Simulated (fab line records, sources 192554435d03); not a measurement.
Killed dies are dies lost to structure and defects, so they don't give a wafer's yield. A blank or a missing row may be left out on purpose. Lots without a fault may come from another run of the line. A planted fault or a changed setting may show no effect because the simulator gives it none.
Tool commonality check | flow n5_finfet | 11 lots, 33 wafers sampled

WHY IT WAS OPENED
At N5_BEOL_M14_CD_MEAS_10 the reading cd_nm is flagged on 2 of 11 lots. Wafers without a fault read 251.1 nm, standard deviation 1.4.
Rule: a lot is flagged when every wafer of it that has a number lies more than 4 standard deviations from that mean, or none has a number. The other lots count as sound.

lot  | measured     | on        | cd_nm (nm), wafer by wafer | flag
L975 | day 12 04:23 | cd_sem-02 | 249.0 248.5 250.1          |
L976 | day 12 20:41 | cd_sem-01 | 239.8 242.4 240.6          | FLAGGED
L980 | day 12 21:34 | cd_sem-01 | 239.8 242.9 240.2          | FLAGGED
L977 | day 12 22:40 | cd_sem-03 | 252.3 248.3 248.9          |
L986 | day 14 12:04 | cd_sem-03 | 251.5 252.5 251.0          |
L988 | day 14 19:55 | cd_sem-02 | 250.8 250.4 251.9          |
L985 | day 14 20:11 | cd_sem-01 | 250.3 251.5 251.4          |
L990 | day 14 22:16 | cd_sem-03 | 250.7 250.5 249.5          |
L992 | day 15 10:48 | cd_sem-02 | 250.8 252.2 250.6          |
L993 | day 16 06:24 | cd_sem-03 | 252.4 250.9 249.5          |
L996 | day 17 08:16 | cd_sem-02 | 252.8 252.4 251.1          |
The numbers of the flagged lots are 240.9 nm on average: -10.2 nm against the usual, or -7 standard deviations.

WHICH TOOL RAN EACH LOT
The record holds 2 process steps before the reading, out of a route of 1938 steps. In each cell: the tool, then ch and the chambers that the sampled wafers went through, then the start.
lot  | flag    | N5_BEOL_M13_ANNEAL_48            | N5_BEOL_M14_PEB_08
L975 |         | rtp_anneal-01 ch 0, day 12 03:09 | litho_track-04 ch 0, day 12 04:16
L976 | FLAGGED | rtp_anneal-01 ch 0, day 12 19:19 | litho_track-01 ch 0, day 12 20:35
L980 | FLAGGED | rtp_anneal-02 ch 0, day 12 20:17 | litho_track-01 ch 0, day 12 21:27
L977 |         | rtp_anneal-02 ch 0, day 12 21:23 | litho_track-04 ch 0, day 12 22:34
L986 |         | rtp_anneal-02 ch 0, day 14 10:47 | litho_track-04 ch 0, day 14 11:57
L988 |         | rtp_anneal-01 ch 0, day 14 18:23 | litho_track-03 ch 0, day 14 19:48
L985 |         | rtp_anneal-01 ch 0, day 14 18:49 | litho_track-04 ch 0, day 14 20:04
L990 |         | rtp_anneal-02 ch 0, day 14 21:02 | litho_track-03 ch 0, day 14 22:09
L992 |         | rtp_anneal-01 ch 0, day 15 09:37 | litho_track-03 ch 0, day 15 10:41
L993 |         | rtp_anneal-01 ch 0, day 16 05:07 | litho_track-03 ch 0, day 16 06:17
L996 |         | rtp_anneal-02 ch 0, day 17 07:02 | litho_track-01 ch 0, day 17 08:08
What these steps do:
- N5_BEOL_M13_ANNEAL_48: time 90 s.
- N5_BEOL_M14_PEB_08: peb time 90 s.
- N5_BEOL_M14_CD_MEAS_10: target cd 250 nm.

FLAGGED OVER TOTAL, TOOL BY TOOL (the gauges that took the reading come last)
step                   | tool           | lots run | flagged | share of the flagged lots | sound lots run after its first flagged lot
N5_BEOL_M13_ANNEAL_48  | rtp_anneal-01  | 6        | 1       | some                      | 4 (L988,L985,L992,L993)
N5_BEOL_M13_ANNEAL_48  | rtp_anneal-02  | 5        | 1       | some                      | 4 (L977,L986,L990,L996)
N5_BEOL_M14_PEB_08     | litho_track-01 | 3        | 2       | all                       | 1 (L996)
N5_BEOL_M14_PEB_08     | litho_track-03 | 4        | 0       | none                      | -
N5_BEOL_M14_PEB_08     | litho_track-04 | 4        | 0       | none                      | -
N5_BEOL_M14_CD_MEAS_10 | cd_sem-01      | 3        | 2       | all                       | 1 (L985)
N5_BEOL_M14_CD_MEAS_10 | cd_sem-02      | 4        | 0       | none                      | -
N5_BEOL_M14_CD_MEAS_10 | cd_sem-03      | 4        | 0       | none                      | -

WHAT THE TABLE ALLOWS
2 rows of the table ran every flagged lot: litho_track-01 at N5_BEOL_M14_PEB_08, cd_sem-01 at N5_BEOL_M14_CD_MEAS_10.
- litho_track-01 at N5_BEOL_M14_PEB_08: 2 of its 3 lots flagged. Sound lots ran on it after the first flagged one (L996), which a lasting fault on the whole tool wouldn't allow. Its own readings lie more than 4 standard deviations out on every wafer of the flagged lots: plate_temp_C.
- cd_sem-01 at N5_BEOL_M14_CD_MEAS_10: 2 of its 3 lots flagged. Sound lots ran on it after the first flagged one (L985), which a lasting fault on the whole tool wouldn't allow.
No row of the table ran every flagged lot and no sound lot after the first.

WHAT THE SIMULATOR HAD PUT IN
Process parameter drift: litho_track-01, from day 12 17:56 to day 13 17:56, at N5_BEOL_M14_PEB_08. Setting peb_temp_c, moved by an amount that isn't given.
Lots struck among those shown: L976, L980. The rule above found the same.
